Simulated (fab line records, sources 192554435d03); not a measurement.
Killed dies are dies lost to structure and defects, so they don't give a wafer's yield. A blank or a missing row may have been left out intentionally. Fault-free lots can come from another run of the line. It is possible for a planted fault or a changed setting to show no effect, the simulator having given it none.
Chamber matching ; flow n5_finfet ; N5_BEOL_M7_ETCH_65 on rie_diel-06: 4 sister chambers
The step etches SiARC in CF4, target depth 15.6 nm, time 26 s. 20 wafers are shown with their chamber, then 10 later ones without.

## WAFERS PAIRED WITH THEIR CHAMBERS
wafer;chamber;showerhead_plenum_p_Torr (Torr);throttle_valve_pct (%);drypump_motor_current_A (A)
L074.2;3;2.26;15.30;5.4
L074.4;0;2.17;15.81;6.0
L074.5;2;2.15;16.01;5.3
L076.3;1;2.10;15.37;5.5
L076.5;0;2.17;15.80;6.1
L076.6;1;2.10;15.36;5.5
L080.3;0;2.17;15.83;6.0
L080.4;2;2.14;16.03;5.4
L080.6;1;2.10;15.37;5.5
L081.3;2;2.14;16.05;5.4
L081.4;1;2.10;15.39;5.5
L081.6;3;2.25;15.32;5.4
L083.2;3;2.25;15.32;5.4
L083.5;2;2.14;16.04;5.3
L083.6;1;2.10;15.38;5.5
L086.1;3;2.25;15.37;5.4
L086.2;2;2.14;16.06;5.4
L086.6;3;2.25;15.34;5.4
L090.1;3;2.25;15.37;5.4
L090.3;1;2.10;15.42;5.5

SIGNATURES (means of the wafers above)
reading;chamber 0;chamber 1;chamber 2;chamber 3;scatter within a chamber
showerhead_plenum_p_Torr;2.1700;2.1000;2.1420;2.2517;0.0032
throttle_valve_pct;15.8133;15.3817;16.0380;15.3367;0.0229
drypump_motor_current_A;6.033;5.500;5.360;5.400;0.0342
Rule: a wafer lies at a distance from a chamber equal to the root of the sum of squares, over the readings, of (its reading less the chamber's mean, divided by the reading's scatter). The wafer belongs to the nearest chamber; if the next one is less than 2 further off, it can't be placed. The scatter: take each reading less its chamber's mean, square it, sum over the shown wafers, divide by the number of wafers less the number of chambers, and take the root.

## WAFERS WHOSE CHAMBER IS MISSING
wafer;showerhead_plenum_p_Torr (Torr);throttle_valve_pct (%);drypump_motor_current_A (A)
L090.5;2.16;15.85;6.0
L091.2;2.10;15.42;5.5
L091.4;2.14;16.08;5.4
L091.6;2.16;15.86;6.1
L094.1;2.09;15.41;5.5
L094.5;2.16;15.87;6.0
L094.6;2.24;15.38;5.4
L097.3;2.24;15.39;5.4
L097.5;2.24;15.38;5.4
L097.6;2.16;15.88;6.0

## WHICH CHAMBER EACH WENT THROUGH
wafer;from the rows above;in truth
L090.5;0;0
L091.2;1;1
L091.4;2;2
L091.6;0;0
L094.1;1;1
L094.5;0;0
L094.6;3;3
L097.3;3;3
L097.5;3;3
L097.6;0;0
Correctly placed: 10 of 10. Can't be placed from these rows: 0. Number placed wrongly: 0.
